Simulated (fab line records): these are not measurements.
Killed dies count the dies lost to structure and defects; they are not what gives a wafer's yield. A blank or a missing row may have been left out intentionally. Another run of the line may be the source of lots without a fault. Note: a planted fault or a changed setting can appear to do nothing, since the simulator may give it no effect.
fab line records	flow n5Finfet
[record] lots = 9	wafers = 27	lastDay = 17
route steps=1938 shown BEOL_M4@1111 BEOL_M10@1524 PASSIVATION@1936
lots with no fault: from the same line, run without faults
startH: the number of hours between the record's first day and the start of the first shown wafer of the lot	waitH: hours since the lot's step before	" repeats the value in the row above	L1.1+2: a single row standing in for several wafers	- either no value or no given start	* or withheld: withheld	< > ~ a bound
route shown NAME@n: names a module that has steps shown in the file, with the first one's number in the route	usual: mean/standard deviation taken from wafers without a fault	same: alike in all rows	chamber/n: place in a boat	sites: the reading at each site	_std_site: standard deviation across them	_edge_site: mean of outer sites minus mean of inner sites	radiusMm: how far each site lies from the wafer's centre	mask NAME#n: copy n	behind: the last tool/chamber to shape the wafer	hold: what put the lot on hold/how long, in hours/how the hold closed	device: transistor that didn't switch, given as n, p or np	end of line: at the end of the route, the tests of the same wafers	a step without rows: its recipe alone	killed: not the wafer's yield, but the dies lost to structure and defects at the first sort	map: the dies of a wafer, with x for killed, . for not killed, _ for no die there
set.NAME: the run value of the setting; set.NAME@STEP: its run value at that earlier step	model.NAME: the simulator's own value behind a step, which no gauge read
a sample of lots followed through the steps of the route, with each step as a table and each wafer as a row
services: a tool's chamber out of use, with start hour (startH, from the record's first day; less than 0 if before it), hours out, and reason
[[steps]]
[step N5_BEOL_M4_RC_MEAS_101]
[usual] DIBL_N = 36.3/1.7	DIBL_P = 36.3/2.2	IOFF_N = 0.16/0.034	IOFF_P = 0.21/0.038	ION_N = 673/13	ION_P = 461/8.3	SS_N = 71.5/0.55	SS_P = 73.3/0.67	VT_N = 250/3.4	VT_P = -251/3.5
lot.wafer	tool	chamber	startH	waitH	DIBL_N[mV/V]	DIBL_P[mV/V]	IOFF_N[nA/um]	IOFF_P[nA/um]	ION_N[uA/um]	ION_P[uA/um]	SS_N[mV/dec]	SS_P[mV/dec]	VT_N[mV]	VT_P[mV]
L594.2	prober-02	0	160.47	0.2	35.6	36.5	0.16	0.20	665	456	71.5	73.2	252	-252
L594.4	"	0	"	"	34.8	34.9	0.14	0.18	658	449	71.5	73.5	253	-255
L594.5	"	0	"	"	33.3	33.0	0.12	0.16	651	456	70.5	72.3	257	-254
L595.1	prober-01	0	177.92	0.0	35.3	34.0	0.15	0.18	665	454	70.9	73.4	249	-251
L595.2	"	0	"	"	33.9	32.8	0.12	0.17	644	446	70.8	73.3	253	-253
L595.3	"	0	"	"	35.4	35.6	0.15	0.21	660	456	71.4	73.8	253	-249
L603.1	prober-02	0	216.59	0.0	36.4	38.1	0.17	0.24	674	467	72.1	74.4	252	-249
L603.5	"	0	"	"	36.1	37.2	0.16	0.21	667	455	71.4	74.4	251	-252
L603.6	"	0	"	"	36.8	39.0	0.17	0.26	670	467	72.0	74.6	252	-248
L604.1	prober-02	0	237.78	0.0	35.7	35.9	0.16	0.18	676	459	71.1	72.8	248	-253
L604.4	"	0	"	"	37.9	37.6	0.19	0.21	662	452	72.6	73.9	249	-251
L604.6	"	0	"	"	36.9	37.3	0.18	0.20	679	452	71.7	73.5	247	-253
L605.1	prober-02	0	242.56	0.0	39.9	40.9	0.24	0.29	703	474	72.0	73.6	242	-246
L605.4	"	0	"	"	36.0	37.5	0.17	0.23	685	474	71.5	73.0	248	-247
L605.5	"	0	"	"	35.6	36.3	0.16	0.21	681	461	71.8	72.6	247	-250
L610.4	prober-02	0	268.68	0.5	37.7	36.8	0.17	0.17	680	453	71.8	73.3	248	-259
L610.5	"	0	"	"	36.5	34.2	0.15	0.15	668	450	71.5	73.3	253	-258
L610.6	"	0	"	"	36.4	34.9	0.14	0.15	674	454	70.8	72.7	250	-259
L612.1	prober-01	0	286.69	0.0	36.9	38.1	0.18	0.24	683	467	71.5	73.7	247	-249
L612.4	"	0	"	"	36.8	37.3	0.17	0.22	684	467	71.8	73.6	248	-248
L612.5	"	0	"	"	36.6	38.4	0.18	0.24	682	470	71.5	74.0	248	-246
L615.1	prober-02	0	293.52	0.0	36.2	34.5	0.15	0.20	660	455	72.0	73.7	249	-250
L615.5	"	0	"	"	34.7	33.2	0.13	0.17	667	455	70.9	73.3	250	-255
L615.6	"	0	"	"	35.2	33.5	0.14	0.18	661	450	71.3	73.4	251	-251
L616.1	prober-02	0	296.96	0.0	36.2	35.5	0.14	0.17	662	453	71.2	73.1	253	-256
L616.2	"	0	"	"	38.1	37.5	0.18	0.20	671	455	71.8	73.8	248	-251
L616.6	"	0	"	"	38.4	38.9	0.20	0.23	693	465	71.8	74.1	248	-253
[step N5_BEOL_M10_ALD_74]
[recipe] material = TaN	targetThkA = 20	tempC = 275	aldPrecursorFamily = PDMAT	aldCoReactant = NH3	pressureTorr = 3	carrierFlowSccm = 1500	pulseTimeS = 2	purgeTimeS = 3	coReactantPurgeTimeS = 2	coReactantPulseTimeS = 3	aldCycles = 40	precursorVesselTempC = 75	precursorVesselPressureTorr = 26.25	precursorVesselCarrierSccm = 1000
[usual] chamberPressureTorr = 2.999/0.0068	heaterPowerW = 405/33
lot.wafer	tool	chamber	startH	waitH	chamberPressureTorr	heaterPowerW
L594.2	aldMetal-03	3	204.47	0.0	3.006	354
L594.4	"	0	"	"	2.994	427
L594.5	"	2	"	"	3.002	363
L595.1	aldMetal-01	0	231.40	0.2	3.013	413
L595.2	"	2	"	"	2.990	437
L595.3	"	3	"	"	3.001	441
L603.1	aldMetal-01	1	270.19	0.0	2.993	440
L603.5	"	3	"	"	3.007	443
L603.6	"	0	"	"	3.010	405
L605.1	aldMetal-01	1	292.56	0.0	2.992	429
L605.4	"	0	"	"	2.994	414
L605.5	"	3	"	"	2.998	443
L604.1	aldMetal-03	2	293.77	0.0	3.001	359
L604.4	"	0	"	"	3.002	435
L604.6	"	1	"	"	2.993	387
L610.4	aldMetal-01	3	319.67	0.0	2.994	444
L610.5	"	2	"	"	3.006	434
L610.6	"	1	"	"	3.003	419
L612.1	aldMetal-03	0	335.31	0.1	3.005	449
L612.4	"	1	"	"	2.987	391
L612.5	"	2	"	"	2.993	365
L615.1	aldMetal-04	0	345.49	0.1	2.997	364
L615.5	"	3	"	"	2.994	437
L615.6	"	0	"	"	3.006	369
L616.1	aldMetal-04	0	347.67	0.3	2.994	365
L616.2	"	2	"	"	2.994	441
L616.6	"	3	"	"	2.995	426
[step N5_BEOL_M10_CVD_75]
[recipe] material = Co	targetThkA = 20	tempC = withheld	precursor = CCTBA/H2	pressureTorr = 30	timeS = 138.9
[usual] chamberPressureTorr = 29.99/0.071	runLengthS = 161.8/0.35
lot.wafer	tool	chamber	startH	waitH	chamberPressureTorr	runLengthS
L594.2	cvdCo-01	0	204.85	0.1	29.92	161.4
L594.4	"	1	"	"	30.01	161.9
L594.5	"	0	"	"	29.84	161.5
L595.1	cvdCo-01	2	231.88	0.1	30.02	161.5
L595.2	"	1	"	"	29.94	161.5
L595.3	"	1	"	"	30.02	161.4
L603.1	cvdCo-01	1	270.53	0.0	-	-
L603.5	"	1	"	"	-	-
L603.6	"	2	"	"	-	-
L605.1	cvdCo-02	2	292.95	0.0	-	-
L605.4	"	2	"	"	-	-
L605.5	"	1	"	"	-	-
L604.1	cvdCo-02	2	294.22	0.1	-	-
L604.4	"	2	"	"	-	-
L604.6	"	1	"	"	-	-
L610.4	cvdCo-02	2	320.06	0.1	29.95	161.6
L610.5	"	0	"	"	29.95	161.7
L610.6	"	1	"	"	29.97	161.9
L612.1	cvdCo-01	0	335.75	0.1	29.90	161.6
L612.4	"	0	"	"	30.01	161.5
L612.5	"	2	"	"	29.97	161.5
L615.1	cvdCo-01	0	345.86	0.0	30.01	161.4
L615.5	"	2	"	"	29.86	162.2
L615.6	"	0	"	"	30.01	161.3
L616.1	cvdCo-02	1	349.24	0.0	30.03	163.0
L616.2	"	2	"	"	30.07	161.9
L616.6	"	0	"	"	30.03	162.2
[step N5_BEOL_M10_SPUTTER_48]
[recipe] material = Cu	targetThkA = 120	tempC = -20	biasV = 60	powerW = 26000	chamberPressurePa = 0.13	timeS = 2
[usual] chuckGasFlowSccm = 1.26/0.054	substrateTempC = -20.01/0.11	throttleValvePct = 29.9/1.1
lot.wafer	tool	chamber	startH	waitH	chuckGasFlowSccm	substrateTempC	throttleValvePct
L594.2	pvdSputter-01	-	204.96	0.1	1.18	-20.02	30.0
L594.4	"	-	"	"	1.22	-19.87	27.9
L594.5	"	-	"	"	1.23	-19.78	28.1
L595.1	pvdSputter-02	-	232.04	0.1	1.23	-20.17	28.9
L595.2	"	-	"	"	1.36	-20.01	28.7
L595.3	"	-	"	"	1.23	-20.17	30.8
L603.1	pvdSputter-02	-	270.64	0.1	1.25	-20.10	28.6
L603.5	"	-	"	"	1.17	-20.25	28.8
L603.6	"	-	"	"	1.27	-20.02	30.8
L605.1	pvdSputter-02	-	293.30	0.3	1.21	-19.95	28.8
L605.4	"	-	"	"	1.19	-20.08	30.8
L605.5	"	-	"	"	1.29	-20.00	30.6
L604.1	pvdSputter-02	-	294.36	0.1	1.25	-20.19	28.7
L604.4	"	-	"	"	1.25	-20.24	30.9
L604.6	"	-	"	"	1.23	-20.01	28.7
L610.4	pvdSputter-01	-	320.12	0.0	1.27	-19.87	31.8
L610.5	"	-	"	"	1.22	-19.88	27.9
L610.6	"	-	"	"	1.23	-20.06	31.8
L612.1	pvdSputter-03	-	335.91	0.1	1.24	-20.03	29.7
L612.4	"	-	"	"	1.29	-20.03	29.9
L612.5	"	-	"	"	1.26	-19.98	30.1
L615.1	pvdSputter-03	-	346.07	0.2	1.15	-19.86	30.0
L615.5	"	-	"	"	1.23	-20.07	29.7
L615.6	"	-	"	"	1.19	-20.00	31.8
L616.1	pvdSputter-02	-	349.46	0.2	1.24	-20.07	30.8
L616.2	"	-	"	"	1.21	-20.05	28.9
L616.6	"	-	"	"	1.31	-19.91	30.8
[step N5_BEOL_M10_ANNEAL_51]
[recipe] tempC = 225	timeS = 90	ambient = N2
[usual] wafer_temp_C_max = 225.68/0.19
lot.wafer	tool	chamber	startH	waitH	wafer_temp_C_max
L594.2	rtpAnneal-02	0	205.30	0.2	225.65
L594.4	"	0	"	"	225.48
L594.5	"	0	"	"	225.92
L595.1	rtpAnneal-02	0	232.33	0.1	225.75
L595.2	"	0	"	"	225.71
L595.3	"	0	"	"	225.68
L603.1	rtpAnneal-02	0	270.87	0.1	225.63
L603.5	"	0	"	"	225.91
L603.6	"	0	"	"	225.67
L605.1	rtpAnneal-01	0	293.80	0.3	225.72
L605.4	"	0	"	"	225.36
L605.5	"	0	"	"	225.57
L604.1	rtpAnneal-02	0	294.75	0.2	225.40
L604.4	"	0	"	"	225.48
L604.6	"	0	"	"	225.66
L610.4	rtpAnneal-02	0	320.49	0.2	225.50
L610.5	"	0	"	"	225.73
L610.6	"	0	"	"	225.59
L612.1	rtpAnneal-01	0	336.14	0.1	225.55
L612.4	"	0	"	"	225.42
L612.5	"	0	"	"	225.73
L615.1	rtpAnneal-02	0	346.31	0.1	225.87
L615.5	"	0	"	"	225.67
L615.6	"	0	"	"	225.83
L616.1	rtpAnneal-02	0	349.69	0.1	225.33
L616.2	"	0	"	"	226.06
L616.6	"	0	"	"	225.66
[step N5_BEOL_M10_CMP_52]
[recipe] stopOn = SiCOH_lowk	tOverpolishS = 7	downForcePsi = 1	platenRpm = 50	clearingPlatenDownForcePsi = 1.5	clearingPlatenRpm = 50	postCmpClean = cuAlkaline	targetThkNm = 140	clearingPlatenPadVelocityMS = 0.99484	padVelocityMS = 0.99484
[usual] barrierFieldEndpointS = 29.2/0.8	motorCurrentA = 5.8/0.71
lot.wafer	tool	chamber	startH	waitH	barrierFieldEndpointS	motorCurrentA
L594.4	cmp-03	0	205.55	0.1	29.5	6.6
L594.2	"	1	"	"	29.5	6.7
L594.5	"	1	"	"	28.9	6.5
L595.2	cmp-02	1	232.64	0.2	29.3	4.7
L595.1	"	2	"	"	30.0	5.2
L595.3	"	0	"	"	29.3	6.0
L603.1	cmp-03	0	271.21	0.3	25.7	6.4
L603.5	"	0	"	"	26.0	6.5
L603.6	"	1	"	"	26.4	6.5
L605.4	cmp-04	0	294.13	0.2	27.5	6.0
L605.1	"	1	"	"	26.8	7.4
L605.5	"	3	"	"	26.5	5.9
L604.4	cmp-02	0	295.06	0.1	26.1	5.9
L604.1	"	2	"	"	26.7	5.3
L604.6	"	0	"	"	26.4	6.0
L610.4	cmp-02	1	320.76	0.2	30.0	4.7
L610.6	"	2	"	"	29.6	5.2
L610.5	"	3	"	"	29.2	6.6
L612.4	cmp-02	2	336.44	0.1	31.0	5.1
L612.1	"	3	"	"	28.8	6.2
L612.5	"	2	"	"	31.2	5.6
L615.1	cmp-03	2	346.64	0.3	28.8	5.1
L615.6	"	1	"	"	29.8	6.7
L615.5	"	2	"	"	29.6	5.2
L616.1	cmp-02	1	350.02	0.3	30.6	4.6
L616.2	"	2	"	"	29.4	5.1
L616.6	"	1	"	"	30.0	4.9
[step N5_PASSIVATION_PROBE_49]
[usual] defectLimitedYield = 91.4/1.6	killed_at_M0_to_M3 = 34/10	killed_at_M4_up = 12/4.8	killedAtContacts = 11/6.2	killedAtFrontEnd = 39/13	killedAtOther = 4/3.1	killedDies = 101/19	killedOnRim = 13/4.1	killedOpen = 67/14	killedShort = 32/8.3	sort_bin_5_function = 5.0/1	sort_bin_6_memory = 3.2/0.76	sort_bin_8_speed = 0.00/0.026	sortNPass = 1079/19	sortYieldPct = 91.4/1.6
[same] grossDies = 1180	killedAtBackSide = 0	sort_bin_4_leakage[%] = 0
lot.wafer	tool	chamber	startH	waitH	defectLimitedYield[%]	killed_at_M0_to_M3	killed_at_M4_up	killedAtContacts	killedAtFrontEnd	killedAtOther	killedDies	killedOnRim	killedOpen	killedShort	sort_bin_5_function[%]	sort_bin_6_memory[%]	sort_bin_8_speed[%]	sortNPass	sortYieldPct[%]
L594.2	prober-01	-	250.43	0.1	92.2	30	13	5	43	1	92	10	68	24	5.3	2.0	0	1088	92.2
L594.4	prober-01	-	250.53	0.2	92.3	29	17	5	39	1	91	11	61	26	5.3	2.0	0	1089	92.3
L594.5	prober-01	-	250.58	0.2	93.3	30	8	9	30	2	79	7	52	27	3.6	2.5	0	1101	93.3
L595.1	prober-01	-	277.61	0.0	93.6	25	10	13	27	1	76	11	52	21	2.8	3.4	0	1104	93.6
L595.2	prober-01	-	277.66	0.1	93.4	32	10	9	23	4	78	7	49	26	3.8	2.4	0.25	1099	93.1
L595.3	prober-01	-	277.71	0.1	91.6	26	13	10	42	8	99	15	68	28	5.5	2.5	0	1081	91.6
L603.1	prober-01	-	319.20	0.0	25.0	10	824	16	27	8	885	132	54	16	63.3	11.4	0	295	25.0
L603.5	prober-01	-	319.40	0.2	26.4	22	823	11	11	1	868	132	31	18	61.1	12.3	0	312	26.4
L603.6	prober-01	-	319.45	0.3	26.4	29	794	2	34	9	868	149	59	27	60.3	13.1	0	312	26.4
L605.1	prober-02	-	344.42	0.0	25.1	19	831	2	30	2	884	74	42	20	62.6	11.8	0	296	25.1
L605.4	prober-02	-	344.57	0.2	24.5	28	814	2	43	4	891	79	48	35	62.7	12.4	0	289	24.5
L605.5	prober-02	-	344.62	0.2	24.3	17	828	6	39	3	893	80	48	30	64.5	10.8	0	287	24.3
L604.1	prober-01	-	347.33	0.0	22.4	27	847	14	23	5	916	64	58	25	65.8	11.6	0	264	22.4
L604.4	prober-01	-	347.48	0.2	22.3	33	830	18	31	5	917	74	66	29	63.8	13.6	0	263	22.3
L604.6	prober-01	-	347.58	0.3	23.7	42	796	15	39	8	900	84	76	34	63.3	12.6	0	280	23.7
L610.4	prober-02	-	376.87	0.2	90.4	48	5	18	39	3	113	9	75	36	5.8	3.5	0	1067	90.4
L610.5	prober-02	-	376.92	0.2	90.7	45	17	14	26	8	110	15	80	28	5.6	3.4	0	1070	90.7
L610.6	prober-02	-	376.97	0.3	89.7	50	6	20	40	5	121	20	80	41	6.3	3.5	0	1059	89.7
L612.1	prober-02	-	387.82	0.0	90.3	40	17	18	34	6	115	12	82	27	6.2	3.1	0	1065	90.3
L612.4	prober-02	-	387.97	0.2	91.9	37	11	14	30	3	95	15	64	29	4.8	2.7	0	1085	91.9
L612.5	prober-02	-	388.02	0.2	88.9	41	19	31	33	7	131	20	84	43	5.6	5.0	0	1049	88.9
L615.1	prober-02	-	398.46	0.0	94.0	32	12	4	22	1	71	7	49	21	3.1	3.0	0	1109	94.0
L615.5	prober-02	-	398.66	0.2	93.1	26	13	16	26	1	82	9	46	35	4.4	2.5	0	1098	93.1
L615.6	prober-02	-	398.71	0.3	93.4	26	6	7	31	8	78	10	50	28	4.1	2.4	0	1102	93.4
L616.1	prober-01	-	402.43	0.0	93.2	32	10	6	26	6	80	7	55	24	4.2	2.5	0	1100	93.2
L616.2	prober-01	-	402.48	0.1	92.3	46	10	3	30	2	91	8	64	26	4.7	2.6	0	1089	92.3
L616.6	prober-01	-	402.68	0.3	93.8	38	6	4	24	1	73	8	41	31	3.5	2.5	0	1107	93.8
// killed by level:class
L594.2 STI_FIN_REVEAL:geometricParticle:open=12 FIN_SAQP:geometricParticle:open=11 BEOL_M1:geometricParticle:open=11 BEOL_M4:geometricParticle:open=9 FIN_SAQP:geometricParticle:short=8 BEOL_M3:geometricParticle:open=7 BEOL_M0_SAQP:geometricParticle:short=4 MOL_CONTACT_COAG:geometricParticle:open=3
L594.4 STI_FIN_REVEAL:geometricParticle:open=7 BEOL_M3:geometricParticle:open=7 BEOL_M0_SAQP:geometricParticle:short=6 BEOL_M1:geometricParticle:open=6 BEOL_M4:geometricParticle:open=6 BEOL_M2:geometricParticle:open=5 FIN_SAQP:geometricParticle:open=4 GATE_CUT:geometricParticle:short=4
L594.5 BEOL_M3:geometricParticle:open=12 FIN_SAQP:geometricParticle:short=6 FIN_SAQP:geometricParticle:open=5 MOL_CONTACT_COAG:geometricParticle:open=5 BEOL_M0_SAQP:geometricParticle:open=5 BEOL_M1:geometricParticle:open=5 DUMMY_GATE:geometricParticle:short=4 MOL_CONTACT_COAG:geometricParticle:short=4
L595.1 MOL_CONTACT_COAG:geometricParticle:open=13 BEOL_M0_SAQP:geometricParticle:short=8 GATE_CUT:geometricParticle:short=6 BEOL_M1:geometricParticle:open=6 BEOL_M0_SAQP:geometricParticle:open=5 STARTING-WAFER:geometricParticle:open=5 DUMMY_GATE:geometricParticle:open=4 GATE_CUT:geometricParticle:open=4
L595.2 BEOL_M0_SAQP:geometricParticle:short=9 MOL_CONTACT_COAG:geometricParticle:open=8 BEOL_M1:geometricParticle:open=5 STI_FIN_REVEAL:geometricParticle:open=4 BEOL_M0_SAQP:geometricParticle:open=4 BEOL_M3:geometricParticle:open=4 FIN_SAQP:geometricParticle:open=3 DUMMY_GATE:geometricParticle:open=3
L595.3 STI_FIN_REVEAL:geometricParticle:open=16 MOL_CONTACT_COAG:geometricParticle:open=8 BEOL_M0_SAQP:geometricParticle:open=8 DUMMY_GATE:geometricParticle:open=6 BEOL_M0_SAQP:geometricParticle:short=6 BEOL_M1:geometricParticle:open=5 FIN_SAQP:geometricParticle:open=4 FIN_SAQP:geometricParticle:short=4
L603.1 BEOL_M10:areaCvd=462 BEOL_M10:interfaceVoidOpened=351 MOL_CONTACT_COAG:geometricParticle:open=14 STI_FIN_REVEAL:geometricParticle:open=9 BEOL_M4:geometricParticle:open=5 STARTING-WAFER:geometricParticle:open=5 BEOL_M0_SAQP:geometricParticle:open=4 BEOL_M0:geometricParticle:open=4
L603.5 BEOL_M10:areaCvd=465 BEOL_M10:interfaceVoidOpened=352 MOL_CONTACT_COAG:geometricParticle:open=9 GATE_CUT:geometricParticle:short=4 BEOL_M0_SAQP:geometricParticle:short=4 BEOL_M0:geometricParticle:open=4 BEOL_M2:geometricParticle:open=4 BEOL_M0:geometricParticle:short=3
L603.6 BEOL_M10:areaCvd=454 BEOL_M10:interfaceVoidOpened=328 STI_FIN_REVEAL:geometricParticle:open=14 BEOL_M2:geometricParticle:open=10 BEOL_M2:geometricParticle:short=5 DUMMY_GATE:geometricParticle:open=4 GATE_CUT:geometricParticle:short=4 BEOL_M0_SAQP:geometricParticle:open=4
L605.1 BEOL_M10:areaCvd=464 BEOL_M10:interfaceVoidOpened=357 FIN_SAQP:geometricParticle:open=11 BEOL_M0_SAQP:geometricParticle:open=10 STI_FIN_REVEAL:geometricParticle:open=5 BEOL_M0_SAQP:geometricParticle:short=5 GATE_CUT:geometricParticle:short=4 BEOL_M7:geometricParticle:open=4
L605.4 BEOL_M10:areaCvd=482 BEOL_M10:interfaceVoidOpened=324 BEOL_M0_SAQP:geometricParticle:short=10 FIN_SAQP:geometricParticle:open=9 FIN_SAQP:geometricParticle:short=9 GATE_CUT:geometricParticle:short=7 STI_FIN_REVEAL:geometricParticle:open=6 BEOL_M0_SAQP:geometricParticle:open=6
L605.5 BEOL_M10:areaCvd=483 BEOL_M10:interfaceVoidOpened=325 FIN_SAQP:geometricParticle:short=12 FIN_SAQP:geometricParticle:open=7 BEOL_M4:geometricParticle:open=7 STARTING-WAFER:geometricParticle:short=6 BEOL_M0:geometricParticle:open=6 BEOL_M7:geometricParticle:open=6
L604.1 BEOL_M10:areaCvd=488 BEOL_M10:interfaceVoidOpened=344 MOL_CONTACT_COAG:geometricParticle:open=10 STI_FIN_REVEAL:geometricParticle:open=8 BEOL_M0_SAQP:geometricParticle:open=7 GATE_CUT:geometricParticle:short=4 MOL_CONTACT_COAG:geometricParticle:short=4 BEOL_M0_SAQP:geometricParticle:short=4
L604.4 BEOL_M10:areaCvd=458 BEOL_M10:interfaceVoidOpened=358 MOL_CONTACT_COAG:geometricParticle:open=15 STI_FIN_REVEAL:geometricParticle:open=8 BEOL_M0_SAQP:geometricParticle:short=8 BEOL_M1:geometricParticle:open=7 FIN_SAQP:geometricParticle:short=5 BEOL_M4:geometricParticle:open=5
L604.6 BEOL_M10:areaCvd=463 BEOL_M10:interfaceVoidOpened=326 STI_FIN_REVEAL:geometricParticle:open=16 MOL_CONTACT_COAG:geometricParticle:open=14 BEOL_M3:geometricParticle:open=10 STI_FIN_REVEAL:geometricParticle:short=9 BEOL_M1:geometricParticle:open=8 BEOL_M0_SAQP:geometricParticle:short=5
L610.4 MOL_CONTACT_COAG:geometricParticle:open=12 BEOL_M2:geometricParticle:open=12 STI_FIN_REVEAL:geometricParticle:open=9 BEOL_M3:geometricParticle:open=9 BEOL_M1:geometricParticle:short=7 GATE_CUT:geometricParticle:open=6 BEOL_M0_SAQP:geometricParticle:open=6 FIN_SAQP:geometricParticle:open=5
L610.5 MOL_CONTACT_COAG:geometricParticle:open=14 BEOL_M3:geometricParticle:open=11 BEOL_M0_SAQP:geometricParticle:open=10 STI_FIN_REVEAL:geometricParticle:open=7 BEOL_M1:geometricParticle:short=6 BEOL_M1:geometricParticle:open=5 PASS1_CAP:geometricParticle:short=5 FIN_SAQP:geometricParticle:open=4
L610.6 MOL_CONTACT_COAG:geometricParticle:open=16 FIN_SAQP:geometricParticle:open=14 BEOL_M3:geometricParticle:open=13 BEOL_M0_SAQP:geometricParticle:open=11 BEOL_M0_SAQP:geometricParticle:short=8 FIN_SAQP:geometricParticle:short=6 BEOL_M2:geometricParticle:open=6 MOL_CONTACT_COAG:geometricParticle:short=4
L612.1 MOL_CONTACT_COAG:geometricParticle:open=15 BEOL_M0_SAQP:geometricParticle:open=11 FIN_SAQP:geometricParticle:open=9 BEOL_M2:geometricParticle:open=9 BEOL_M1:geometricParticle:open=8 BEOL_M4:geometricParticle:open=8 STI_FIN_REVEAL:geometricParticle:open=7 BEOL_M0_SAQP:geometricParticle:short=7
L612.4 MOL_CONTACT_COAG:geometricParticle:open=11 BEOL_M2:geometricParticle:open=11 FIN_SAQP:geometricParticle:open=10 BEOL_M0_SAQP:geometricParticle:short=8 BEOL_M0_SAQP:geometricParticle:open=7 BEOL_M2:geometricParticle:short=6 DUMMY_GATE:geometricParticle:open=5 GATE_CUT:geometricParticle:short=4
L612.5 MOL_CONTACT_COAG:geometricParticle:open=24 BEOL_M0_SAQP:geometricParticle:short=10 BEOL_M2:geometricParticle:open=9 BEOL_M4:geometricParticle:open=8 FIN_SAQP:geometricParticle:open=7 MOL_CONTACT_COAG:geometricParticle:short=7 BEOL_M0_SAQP:geometricParticle:open=7 FIN_SAQP:geometricParticle:short=5
L615.1 BEOL_M2:geometricParticle:open=9 BEOL_M4:geometricParticle:open=7 BEOL_M1:geometricParticle:open=7 BEOL_M3:geometricParticle:open=7 STI_FIN_REVEAL:geometricParticle:open=4 FIN_SAQP:geometricParticle:short=3 MOL_CONTACT_COAG:geometricParticle:open=3 BEOL_M0_SAQP:geometricParticle:open=3
L615.5 MOL_CONTACT_COAG:geometricParticle:open=9 MOL_CONTACT_COAG:geometricParticle:short=7 FIN_SAQP:geometricParticle:open=6 BEOL_M0_SAQP:geometricParticle:open=6 BEOL_M1:geometricParticle:short=5 BEOL_M4:geometricParticle:open=5 DUMMY_GATE:geometricParticle:short=4 BEOL_M0_SAQP:geometricParticle:short=4
L615.6 FIN_SAQP:geometricParticle:open=7 MOL_CONTACT_COAG:geometricParticle:open=7 BEOL_M1:geometricParticle:open=7 BEOL_M0:geometricParticle:open=6 FIN_SAQP:geometricParticle:short=5 PASS1_CAP:geometricParticle:short=4 FIN_CUT:geometricParticle:open=3 BEOL_M0_SAQP:geometricParticle:open=3
L616.1 BEOL_M1:geometricParticle:open=11 BEOL_M0_SAQP:geometricParticle:open=7 BEOL_M3:geometricParticle:open=7 BEOL_M5:geometricParticle:open=6 STI_FIN_REVEAL:geometricParticle:open=5 MOL_CONTACT_COAG:geometricParticle:open=5 BEOL_M0_SAQP:geometricParticle:short=5 FIN_CUT:geometricParticle:short=4
L616.2 BEOL_M1:geometricParticle:open=14 STI_FIN_REVEAL:geometricParticle:open=13 BEOL_M0_SAQP:geometricParticle:open=9 FIN_SAQP:geometricParticle:open=8 BEOL_M0_SAQP:geometricParticle:short=8 BEOL_M1:geometricParticle:short=5 FIN_SAQP:geometricParticle:short=4 BEOL_M5:geometricParticle:open=4
L616.6 BEOL_M3:geometricParticle:open=10 BEOL_M3:geometricParticle:short=9 BEOL_M1:geometricParticle:open=7 FIN_SAQP:geometricParticle:short=6 BEOL_M0_SAQP:geometricParticle:open=5 FIN_SAQP:geometricParticle:open=4 STI_FIN_REVEAL:geometricParticle:open=3 MOL_CONTACT_COAG:geometricParticle:open=3
[[services]]
tool	chamber	startH	hours	kind
cmp-02	-	196.89	0.9	repair
cmp-04	-	198.57	4.0	pm
cmp-04	-	202.57	-	consumableReplace:conditioner
cmp-04	-	202.57	-	consumableReplace:pad
cvdCo-01	0	229.96	8.2	repair
cmp-03	-	255.25	4.0	pm
aldMetal-01	1	257.19	8.1	repair
cmp-03	-	259.25	-	consumableReplace:conditioner
cmp-03	-	259.25	-	consumableReplace:pad
aldMetal-01	-	284.10	0.8	repair
cmp-03	-	298.47	1.4	repair
cmp-03	-	303.81	0.5	repair
cmp-02	-	313.67	1.0	repair
cvdCo-01	1	333.33	-	clean
cvdCo-01	1	333.33	22.0	scheduledDown
cvdCo-01	1	333.33	22.0	ventCycle
cvdCo-01	-	348.59	14.6	pm
aldMetal-03	-	349.64	0.6	repair
[[key]]
[firstSign] step = N5_BEOL_M10_CVD_75	reading = toolRecord	direction = missing
[effect] step = N5_BEOL_M10_CMP_52	reading = barrierFieldEndpointS	direction = down	sigmas = 3.4	usual = 29.2	struck = 26.5
[effect] step = N5_PASSIVATION_PROBE_49	reading = killed_at_M4_up	direction = up	sigmas = 99+	usual = 12	struck = 821
[moreKillsBornAt] N5_BEOL_M10_CVD_75@cvdCo-02 = 2838	N5_BEOL_M10_CVD_75@cvdCo-01 = 1381
metAt N5_BEOL_M10_CVD_75
struckLots L603,L604,L605
laterRowsLeftOut L603.1,L603.5,L603.6,L604.1,L604.4,L604.6,L605.1,L605.4,L605.5
notActingAt N5_BEOL_M10_ALD_74,N5_BEOL_M10_SPUTTER_48,N5_BEOL_M10_ANNEAL_51
onsetBetween 231.88 270.53
[fault] kind = skippedStepWhole	tool = cvdCo-01,cvdCo-02	chamber = -	onsetH = 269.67	steps = N5_BEOL_M10_CVD_75	scope = struckLotsOnly
// laterRowsLeftOut: the simulator's readings of these wafers behind a module that went badly wrong aren't trusted and aren't shown, but for the sort
